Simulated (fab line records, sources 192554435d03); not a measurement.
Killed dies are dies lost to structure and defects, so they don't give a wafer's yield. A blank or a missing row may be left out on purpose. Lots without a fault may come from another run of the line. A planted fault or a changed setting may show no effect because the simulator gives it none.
Chamber matching | flow n5_finfet | N5_HKMG_FIN_ALD_74 on ald_hk-01: 4 sister chambers
The step deposits La2O3, target thk 0.5 nm, pulse time 6 s, co reactant pulse time 1 s. 4 wafers are shown with their chamber, then 7 later ones without.

WAFERS WITH THEIR CHAMBER
wafer  | chamber | heater_power_w (W)
L237.2 | 2       | 334
L237.3 | 0       | 367
L239.1 | 1       | 333
L239.2 | 3       | 347

WAFERS WITHOUT THEIR CHAMBER
wafer  | heater_power_w (W)
L239.5 | 339
L242.2 | 327
L242.3 | 345
L242.6 | 360
L248.3 | 358
L248.4 | 328
L248.6 | 327

WHICH CHAMBER EACH WENT THROUGH
wafer  | from the rows above          | in truth
L239.5 | can't be placed: 2 or 1 or 3 | 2
L242.2 | can't be placed: 1 or 2      | 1
L242.3 | can't be placed: 3 or 2 or 1 | 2
L242.6 | can't be placed: 0 or 3      | 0
L248.3 | can't be placed: 0 or 3      | 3
L248.4 | can't be placed: 1 or 2      | 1
L248.6 | can't be placed: 1 or 2      | 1
Placed correctly: 0 of 7. Can't be placed from these rows: 7 (the true chamber is among the candidates in 7). Placed wrongly: 0.
How it was worked out, from the rows above alone: a wafer's distance from a chamber is the root of the sum, over the readings, of the square of ((its reading less the chamber's mean) divided by the reading's scatter). The wafer belongs to the nearest chamber; if the next one is less than 2 further off, it can't be placed. A chamber's mean is the mean of its shown wafers. The scatter: with one shown wafer a chamber, the root of the mean of the squares of how far each hidden wafer lies from its nearest shown one.
